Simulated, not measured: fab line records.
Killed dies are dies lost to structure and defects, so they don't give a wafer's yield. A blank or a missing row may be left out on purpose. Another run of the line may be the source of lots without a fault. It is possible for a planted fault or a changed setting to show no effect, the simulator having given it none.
The tool behind it: which one? :: flow nand_harc :: 36 wafers from 12 lots sampled at 5 of the route's 1302 steps

## WHAT THE GAUGES SHOWED, per wafer
NHARC_A_BONDPAD_THK_MEAS_30: measures by ellipsometry.
lot: L315
measured: day 22 23:05
on: film_metro-01
thk_nm (nm): 201.6 201.4 201.7

lot: L316
measured: day 23 12:39
on: film_metro-01
thk_nm (nm): 200.0 199.8 199.5

lot: L317
measured: day 23 12:59
on: film_metro-01
thk_nm (nm): 199.6 198.7 199.1

lot: L321
measured: day 25 14:41
on: film_metro-02
thk_nm (nm): 198.7 199.7 199.5

lot: L322
measured: day 26 05:43
on: film_metro-01
thk_nm (nm): 198.1 198.2 197.8

lot: L323
measured: day 27 07:49
on: film_metro-02
thk_nm (nm): 198.9 199.7 200.2

lot: L326
measured: day 27 18:04
on: film_metro-02
thk_nm (nm): 201.1 202.1 201.2

lot: L327
measured: day 28 17:07
on: film_metro-02
thk_nm (nm): 198.8 201.8 201.6

lot: L331
measured: day 29 17:32
on: film_metro-02
thk_nm (nm): 200.4 200.5 202.5

lot: L333
measured: day 30 19:53
on: film_metro-02
thk_nm (nm): 200.0 198.9 199.8

lot: L334
measured: day 31 02:24
on: film_metro-01
thk_nm (nm): 201.4 199.4 199.6

lot: L336
measured: day 31 15:11
on: film_metro-01
thk_nm (nm): 199.9 198.2 200.1

NHARC_END_SORT_01.
lot: L321
measured: day 26 22:41
on: prober-01
killed_at_array: 74 78
killed_at_other: 0 0
killed_at_periphery: 5 3
killed_dies: 79 81
killed_open: 6 4
killed_short: 2 3

## EACH LOT AND THE TOOL THAT RAN IT (in order: tool; ch and the chambers of the sampled wafers; start)
lot: L315
NHARC_A_M1_ETCH_35: rie_diel-12 ch 0,1,2, day 22 19:14
NHARC_A_BONDPAD_PVD_17: pvd_sputter-01, day 23 00:51
NHARC_A_BONDPAD_ANNEAL_28: rtp_anneal-01 ch 0, day 23 01:30

lot: L316
NHARC_A_M1_ETCH_35: rie_diel-10 ch 0,3, day 23 08:41
NHARC_A_BONDPAD_PVD_17: pvd_sputter-02, day 23 14:32
NHARC_A_BONDPAD_ANNEAL_28: rtp_anneal-01 ch 0, day 23 15:09

lot: L317
NHARC_A_M1_ETCH_35: rie_diel-12 ch 0,1,3, day 23 09:06
NHARC_A_BONDPAD_PVD_17: pvd_sputter-01, day 23 14:56
NHARC_A_BONDPAD_ANNEAL_28: rtp_anneal-02 ch 0, day 23 15:32

lot: L321
NHARC_A_M1_ETCH_35: rie_diel-13 ch 2,3, day 25 10:49
NHARC_A_BONDPAD_PVD_17: pvd_sputter-01, day 25 16:34
NHARC_A_BONDPAD_ANNEAL_28: rtp_anneal-01 ch 0, day 25 17:13

lot: L322
NHARC_A_M1_ETCH_35: rie_diel-13 ch 0,3, day 26 01:52
NHARC_A_BONDPAD_PVD_17: pvd_sputter-03, day 26 07:33
NHARC_A_BONDPAD_ANNEAL_28: rtp_anneal-01 ch 0, day 26 08:16

lot: L323
NHARC_A_M1_ETCH_35: rie_diel-10 ch 0,1,3, day 27 03:56
NHARC_A_BONDPAD_PVD_17: pvd_sputter-01, day 27 09:40
NHARC_A_BONDPAD_ANNEAL_28: rtp_anneal-02 ch 0, day 27 10:20

lot: L326
NHARC_A_M1_ETCH_35: rie_diel-13 ch 0,1,3, day 27 14:13
NHARC_A_BONDPAD_PVD_17: pvd_sputter-03, day 27 19:57
NHARC_A_BONDPAD_ANNEAL_28: rtp_anneal-02 ch 0, day 27 20:38

lot: L327
NHARC_A_M1_ETCH_35: rie_diel-12 ch 2,3, day 28 13:14
NHARC_A_BONDPAD_PVD_17: pvd_sputter-02, day 28 18:49
NHARC_A_BONDPAD_ANNEAL_28: rtp_anneal-02 ch 0, day 28 19:26

lot: L331
NHARC_A_M1_ETCH_35: rie_diel-13 ch 0,2,3, day 29 13:38
NHARC_A_BONDPAD_PVD_17: pvd_sputter-02, day 29 19:23
NHARC_A_BONDPAD_ANNEAL_28: rtp_anneal-01 ch 0, day 29 20:02

lot: L333
NHARC_A_M1_ETCH_35: rie_diel-12 ch 0,1,2, day 30 10:35
NHARC_A_BONDPAD_PVD_17: pvd_sputter-02, day 30 21:37
NHARC_A_BONDPAD_ANNEAL_28: rtp_anneal-02 ch 0, day 30 22:23

lot: L334
NHARC_A_M1_ETCH_35: rie_diel-13 ch 0,2,3, day 30 22:33
NHARC_A_BONDPAD_PVD_17: pvd_sputter-03, day 31 04:16
NHARC_A_BONDPAD_ANNEAL_28: rtp_anneal-02 ch 0, day 31 04:53

lot: L336
NHARC_A_M1_ETCH_35: rie_diel-12 ch 1,2,3, day 31 10:51
NHARC_A_BONDPAD_PVD_17: pvd_sputter-03, day 31 16:55
NHARC_A_BONDPAD_ANNEAL_28: rtp_anneal-01 ch 0, day 31 17:40
- NHARC_A_M1_ETCH_35: etches the open film in N2/H2, target depth 40 nm, overetch 12 nm, time 43.94 s.
- NHARC_A_BONDPAD_PVD_17: deposits TaN, target thk 5 nm, time 8.06 s.
- NHARC_A_BONDPAD_ANNEAL_28: time 90 s.

## WHAT THE TOOLS THEMSELVES READ (means of the sampled wafers that have a number; where no wafer has one, the mark that the record gives instead)
NHARC_A_M1_ETCH_35.
lot: L315
tool: rie_diel-12
drypump_motor_current_A (A): 5.4
oes_product_au (a.u.): 1.002
rf_fwd_power_W (W): 394.5
rf_vpp_V (V): 433.0
showerhead_plenum_p_Torr (Torr): 2.13
throttle_valve_pct (%): 14.168

lot: L316
tool: rie_diel-10
drypump_motor_current_A (A): 5.8
oes_product_au (a.u.): 0.997
rf_fwd_power_W (W): 394.6
rf_vpp_V (V): 430.5
showerhead_plenum_p_Torr (Torr): 2.07
throttle_valve_pct (%): 14.180

lot: L317
tool: rie_diel-12
drypump_motor_current_A (A): 5.2
oes_product_au (a.u.): 0.988
rf_fwd_power_W (W): 394.7
rf_vpp_V (V): 431.7
showerhead_plenum_p_Torr (Torr): 2.08
throttle_valve_pct (%): 14.166

lot: L321
tool: rie_diel-13
drypump_motor_current_A (A): 5.7
oes_product_au (a.u.): 0.999
rf_fwd_power_W (W): 393.4
rf_vpp_V (V): 429.2
showerhead_plenum_p_Torr (Torr): 2.00
throttle_valve_pct (%): 14.167

lot: L322
tool: rie_diel-13
drypump_motor_current_A (A): 5.6
oes_product_au (a.u.): 0.990
rf_fwd_power_W (W): 393.1
rf_vpp_V (V): 433.1
showerhead_plenum_p_Torr (Torr): 2.14
throttle_valve_pct (%): 14.179

lot: L323
tool: rie_diel-10
drypump_motor_current_A (A): 5.8
oes_product_au (a.u.): 1.006
rf_fwd_power_W (W): 396.2
rf_vpp_V (V): 429.4
showerhead_plenum_p_Torr (Torr): 2.01
throttle_valve_pct (%): 14.171

lot: L326
tool: rie_diel-13
drypump_motor_current_A (A): 5.4
oes_product_au (a.u.): 1.001
rf_fwd_power_W (W): 393.7
rf_vpp_V (V): 432.8
showerhead_plenum_p_Torr (Torr): 2.15
throttle_valve_pct (%): 14.169

lot: L327
tool: rie_diel-12
drypump_motor_current_A (A): 5.3
oes_product_au (a.u.): 0.994
rf_fwd_power_W (W): 395.4
rf_vpp_V (V): 431.8
showerhead_plenum_p_Torr (Torr): 2.07
throttle_valve_pct (%): 14.167

lot: L331
tool: rie_diel-13
drypump_motor_current_A (A): 5.5
oes_product_au (a.u.): 0.995
rf_fwd_power_W (W): 394.6
rf_vpp_V (V): 430.4
showerhead_plenum_p_Torr (Torr): 2.05
throttle_valve_pct (%): 14.172

lot: L333
tool: rie_diel-12
drypump_motor_current_A (A): 5.4
oes_product_au (a.u.): 0.993
rf_fwd_power_W (W): 394.9
rf_vpp_V (V): 433.0
showerhead_plenum_p_Torr (Torr): 2.12
throttle_valve_pct (%): 14.171

lot: L334
tool: rie_diel-13
drypump_motor_current_A (A): 5.5
oes_product_au (a.u.): 0.995
rf_fwd_power_W (W): 395.2
rf_vpp_V (V): 430.7
showerhead_plenum_p_Torr (Torr): 2.05
throttle_valve_pct (%): 14.170

lot: L336
tool: rie_diel-12
drypump_motor_current_A (A): 5.2
oes_product_au (a.u.): 0.999
rf_fwd_power_W (W): 395.3
rf_vpp_V (V): 431.3
showerhead_plenum_p_Torr (Torr): 2.08
throttle_valve_pct (%): 14.177

NHARC_A_BONDPAD_PVD_17.
lot: L315
tool: pvd_sputter-01
bias_v (V): 167.4
throttle_valve_pct (%): 30.1

lot: L316
tool: pvd_sputter-02
bias_v (V): 168.9
throttle_valve_pct (%): 29.6

lot: L317
tool: pvd_sputter-01
bias_v (V): 168.2
throttle_valve_pct (%): 29.6

lot: L321
tool: pvd_sputter-01
bias_v (V): 168.9
throttle_valve_pct (%): 29.6

lot: L322
tool: pvd_sputter-03
bias_v (V): 169.7
throttle_valve_pct (%): 30.6

lot: L323
tool: pvd_sputter-01
bias_v (V): 168.2
throttle_valve_pct (%): 29.4

lot: L326
tool: pvd_sputter-03
bias_v (V): 168.5
throttle_valve_pct (%): 29.7

lot: L327
tool: pvd_sputter-02
bias_v (V): 167.5
throttle_valve_pct (%): 29.4

lot: L331
tool: pvd_sputter-02
bias_v (V): 170.4
throttle_valve_pct (%): 30.1

lot: L333
tool: pvd_sputter-02
bias_v (V): 168.3
throttle_valve_pct (%): 29.4

lot: L334
tool: pvd_sputter-03
bias_v (V): 168.6
throttle_valve_pct (%): 29.6

lot: L336
tool: pvd_sputter-03
bias_v (V): 170.5
throttle_valve_pct (%): 29.1

NHARC_A_BONDPAD_ANNEAL_28.
lot: L315
tool: rtp_anneal-01
wafer_temp_C_max: 226.15

lot: L316
tool: rtp_anneal-01
wafer_temp_C_max: 225.92

lot: L317
tool: rtp_anneal-02
wafer_temp_C_max: 225.86

lot: L321
tool: rtp_anneal-01
wafer_temp_C_max: 225.87

lot: L322
tool: rtp_anneal-01
wafer_temp_C_max: 225.97

lot: L323
tool: rtp_anneal-02
wafer_temp_C_max: 225.96

lot: L326
tool: rtp_anneal-02
wafer_temp_C_max: 225.96

lot: L327
tool: rtp_anneal-02
wafer_temp_C_max: 226.04

lot: L331
tool: rtp_anneal-01
wafer_temp_C_max: 226.14

lot: L333
tool: rtp_anneal-02
wafer_temp_C_max: 226.28

lot: L334
tool: rtp_anneal-02
wafer_temp_C_max: 225.95

lot: L336
tool: rtp_anneal-01
wafer_temp_C_max: 226.02

## THE ANSWER, worked out from the rows above alone
Rule: usual is defined by the lots themselves. Put in order of their means at a reading, lots are off if they are a third of the lots or fewer, leave a main group of 4 or more, and stand apart from it by a gap of 3 or more times the standard deviation of the main group's means; of several such gaps the widest counts. A main group whose means are all the same, to the digits that the tables above print for the reading, isn't used. A lot without any number at a reading at which 4 lots or more have one is off too. The other lots that the step has rows for count as sound. After the gauges, taken in route order, come the tools' own readings; for these a lot's mean is taken, as printed above. At the first step where some lot is off, the reading lying furthest off is the one used; lots without a number count as furthest.
Across all readings shown, no lot is off: no conclusion can be drawn from this.

## WHAT HAD BEEN PUT IN BY THE SIMULATOR
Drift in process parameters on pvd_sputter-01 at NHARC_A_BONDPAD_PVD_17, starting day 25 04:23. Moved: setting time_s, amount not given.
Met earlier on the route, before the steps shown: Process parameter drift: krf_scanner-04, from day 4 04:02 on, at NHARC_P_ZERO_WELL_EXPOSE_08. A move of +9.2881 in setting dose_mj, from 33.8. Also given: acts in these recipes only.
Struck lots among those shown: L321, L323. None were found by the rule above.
